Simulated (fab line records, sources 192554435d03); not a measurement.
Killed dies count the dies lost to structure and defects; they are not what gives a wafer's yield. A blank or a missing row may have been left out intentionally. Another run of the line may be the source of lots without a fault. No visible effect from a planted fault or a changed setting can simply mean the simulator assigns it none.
Split-lot experiment	flow n5 finfet	39 wafers read from 7 lots, route of 1938 steps

## ABOUT THE SPLIT
At N5_BEOL_M7_DESCUM_33 (chemistry O2, time 7 s), the setting time s was moved away from the recipe's 7 s on 12 of the 39 wafers read, by -59.2% to +51.4%. This setting was run at the recipe's value on the other wafers.

## SPLIT TO READING: what lies between them in the file, 1 step
- N5_BEOL_M7_ETCH_72: etches underlayer in N2/H2, target depth 6.5 nm, time 5.2 s

## THE READING
CAR-EUV_of_BEOL_M7_COAT_22.thk nm (the simulator's own value, which no gauge read), in nm, at N5_BEOL_M7_ETCH_65 (etches SiARC in CF4, target depth 15.6 nm, time 26 s). The file gives no usual value for it. Here, 27 wafers ran the recipe; their average is 11.1 nm with a standard deviation of 0.13 nm.

wafer	tool, chamber at the split	time s as run, s	against the recipe	CAR-EUV_of_BEOL_M7_COAT_22.thk nm, nm	against lot-mates on the recipe
L074.1	rie diel-06, 1	7	recipe	11	-
L074.2	rie diel-06, 2,3	7	recipe	11	-
L074.3	rie diel-06, 2,3	7	recipe	11.2	-
L074.4	rie diel-06, 0,1,2	2.853	-59.2%	13.2	+2.1
L074.5	rie diel-06, 0,1,2	2.853	-59.2%	13	+1.9
L074.6	rie diel-06, 0,1,2	2.853	-59.2%	13	+1.9
L079.1	rie diel-06, 2,1	7	recipe	11.2	-
L079.3	rie diel-06, 2,1	7	recipe	11.2	-
L079.2	rie diel-06, 0,2	10.6	+51.4%	9.4	-1.7
L079.6	rie diel-06, 0	10.6	+51.4%	9.4	-1.7
L079.4	rie diel-06, 1	7	recipe	11	-
L079.5	rie diel-06, 0,2	10.6	+51.4%	9.6	-1.5
L081.1	rie diel-02, 1,2,0,3,0,1	7	recipe	11	-
L081.3	rie diel-02, 1,2,0,3,0,1	7	recipe	11	-
L081.5	rie diel-02, 1,2,0,3,0,1	7	recipe	11	-
L081.6	rie diel-02, 1,2,0,3,0,1	7	recipe	11	-
L081.2	rie diel-02, 1,2,0,3,0,1	7	recipe	11.2	-
L081.4	rie diel-02, 1,2,0,3,0,1	7	recipe	11.2	-
L082.1	rie diel-02, 2	7	recipe	11.2	-
L082.2	rie diel-02, 3,1,0	8.619	+23.1%	10.4	-0.8
L082.3	rie diel-02, 3,1,0	8.619	+23.1%	10.4	-0.8
L082.4	rie diel-02, 3,1,0	8.619	+23.1%	10.4	-0.8
L082.5	rie diel-02, 2	7	recipe	11.4	-
L082.6	rie diel-02, 3	7	recipe	11	-
L083.2	rie diel-02, 1,3,2	7	recipe	11.2	-
L083.4	rie diel-02, 1,3,2	7	recipe	11.2	-
L083.3	rie diel-02, 1,3,2	7	recipe	11	-
L093.1	rie diel-02, 0,1,2	4.722	-32.5%	12.2	+1.0
L093.2	rie diel-02, 0,1,2	4.722	-32.5%	12.4	+1.2
L093.4	rie diel-02, 0,1,2	4.722	-32.5%	12.4	+1.2
L093.3	rie diel-02, 3,2	7	recipe	11.2	-
L093.5	rie diel-02, 3	7	recipe	11.2	-
L093.6	rie diel-02, 3,2	7	recipe	11.2	-
L095.1	rie diel-05, 0,2,3,1,1	7	recipe	11	-
L095.2	rie diel-05, 0,2,3,1,1	7	recipe	11	-
L095.3	rie diel-05, 0,2,3,1,1	7	recipe	11	-
L095.4	rie diel-05, 0,2,3,1,1	7	recipe	11	-
L095.5	rie diel-05, 0,2,3,1,1	7	recipe	11.2	-
L095.6	rie diel-05, 2	7	recipe	10.8	-
When a row names more than one chamber, that row covers several wafers, and the file does not tell which wafer ran in which chamber.

FIT RESULTS
A straight line over all 39 wafers: CAR-EUV_of_BEOL_M7_COAT_22.thk nm changes by -0.0331 nm for each +1% of time s; r = -0.99; the points scatter about the line by 0.13 nm.
The same after taking each lot's own level away (the mean of its wafers on the recipe; 39 wafers): -0.0335 nm for each +1%; r = -0.99; scatter 0.1 nm.
That fit puts the effect of the largest move of time s on the reading at 2 nm.
The lots' own levels span 11.00 to 11.20 nm, that is 1.6 times the standard deviation above.
Hence the lot-to-lot level has little effect on the slope; both slopes agree.
Check: +1.96 nm against its lot-mates is what the line predicts for one of the wafers moved furthest among these (-59.2%) when that wafer is left out of the fit. It came out at +2.13 nm against them.

## THE WHOLE CHAIN: every reading that the file lists as answering this split, in the file's order
step	what it does	reading	change (the file's fit)	r (the file's)
N5_BEOL_M7_DESCUM_33	chemistry O2, time 7 s	CAR-EUV_of_BEOL_M7_COAT_22.thk nm (the simulator's own value, which no gauge read)	-0.0347 nm for each +1% of the setting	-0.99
N5_BEOL_M7_ETCH_72	etches underlayer in N2/H2, target depth 6.5 nm, time 5.2 s	CAR-EUV_of_BEOL_M7_COAT_22.thk nm (the simulator's own value, which no gauge read)	-0.0331 nm for each +1% of the setting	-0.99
N5_BEOL_M7_ETCH_65	etches SiARC in CF4, target depth 15.6 nm, time 26 s	CAR-EUV_of_BEOL_M7_COAT_22.thk nm (the simulator's own value, which no gauge read)	-0.0335 nm for each +1% of the setting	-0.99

## THE FILE'S OWN FIT
CAR-EUV_of_BEOL_M7_COAT_22.thk nm changes by -0.0335 nm for each +1% of time s, r = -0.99.
